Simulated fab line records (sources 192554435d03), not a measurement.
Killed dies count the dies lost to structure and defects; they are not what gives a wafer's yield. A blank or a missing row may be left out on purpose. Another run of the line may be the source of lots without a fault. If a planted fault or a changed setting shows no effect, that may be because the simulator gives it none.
Split-lot study | flow n5-finfet | route with 1938 steps; 7 lots, 21 wafers read

## SPLIT DETAILS
At N5_BEOL_M11_COAT_22 (resist thk 90 nm), the setting spin-rpm was moved away from the recipe's 1500 rpm on 8 of the 21 wafers read, by -7.9% to +9.6%. For the rest of the wafers, this setting stayed at what the recipe calls for.

The reading comes from the split's own step.

## THE READING
CAR-ArF_of_BEOL_M11_COAT_22.thk-nm (the simulator's own value, which no gauge read), in nm, at N5_BEOL_M11_COAT_22 (resist thk 90 nm). No usual value for it is given in the file. Average 89.9 nm, standard deviation 0.27 nm, over the 13 wafers here run with the recipe.

wafer  | tool, chamber at the split | spin-rpm as run, rpm | against the recipe | CAR-ArF_of_BEOL_M11_COAT_22.thk-nm, nm | against lot-mates on the recipe
L074.2 | litho-track-03, 0          | 1644                 | +9.6%              | 86                                     | -4.2
L074.3 | litho-track-03, 0          | 1644                 | +9.6%              | 86                                     | -4.2
L074.5 | litho-track-03, 0          | 1500                 | recipe             | 90.2                                   | -
L075.3 | litho-track-02, 0          | 1411                 | -5.9%              | 92.2                                   | +2.7
L075.4 | litho-track-02, 0          | 1500                 | recipe             | 89.4                                   | -
L075.5 | litho-track-02, 0          | 1500                 | recipe             | 89.6                                   | -
L078.1 | litho-track-02, 0          | 1394                 | -7.1%              | 93                                     | +3.2
L078.3 | litho-track-02, 0          | 1394                 | -7.1%              | 93                                     | +3.2
L078.4 | litho-track-02, 0          | 1500                 | recipe             | 89.8                                   | -
L080.1 | litho-track-03, 0          | 1453                 | -3.1%              | 91.6                                   | +1.2
L080.4 | litho-track-03, 0          | 1500                 | recipe             | 90.4                                   | -
L080.6 | litho-track-03, 0          | 1453                 | -3.1%              | 91.2                                   | +0.8
L086.3 | litho-track-04, 0          | 1382                 | -7.9%              | 93.4                                   | +3.7
L086.5 | litho-track-04, 0          | 1500                 | recipe             | 89.6                                   | -
L086.6 | litho-track-04, 0          | 1500                 | recipe             | 89.8                                   | -
L091.1 | litho-track-04, 0          | 1500                 | recipe             | 90.2                                   | -
L091.2 | litho-track-04, 0          | 1500                 | recipe             | 90                                     | -
L091.4 | litho-track-04, 0          | 1500                 | recipe             | 90                                     | -
L097.1 | litho-track-03, 0          | 1500                 | recipe             | 90                                     | -
L097.3 | litho-track-03, 0          | 1500                 | recipe             | 90                                     | -
L097.5 | litho-track-03, 0          | 1500                 | recipe             | 90                                     | -

THE FIT
A straight line over all 21 wafers: CAR-ArF_of_BEOL_M11_COAT_22.thk-nm changes by -0.42 nm for each +1% of spin-rpm; r = -0.99; the points scatter about the line by 0.25 nm.
The same after taking each lot's own level away (the mean of its wafers on the recipe; 21 wafers): -0.443 nm for each +1%; r = -1.00; scatter 0.16 nm.
That fit puts the effect of the largest move of spin-rpm on the reading at 4.2 nm.
From 89.50 to 90.40 nm: that is the span of the lots' own levels, equal to 3.4 times the standard deviation above.
The two slopes agree, so the slope changes little with the lot-to-lot level.
Check: with one of the wafers moved furthest among these (+9.6%) left out of the fit, the line predicts -4.29 nm for it against its lot-mates. Against them it came out at -4.2 nm.

## OTHER SPLITS APPLIED TO THESE WAFERS
Other splits were also applied to these wafers ahead of the reading. Each is held against what the fit with the lots' levels taken away leaves over:
other split on the same wafers | wafers away from the commonest value | r with CAR-ArF_of_BEOL_M11_COAT_22.thk-nm (lot level and that fit taken away)
N5_BEOL_M11_ETCH_62 bias-w     | 9                                    | -0.06

## FILE'S OWN FIT
CAR-ArF_of_BEOL_M11_COAT_22.thk-nm changes by -0.447 nm for each +1% of spin-rpm, r = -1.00.
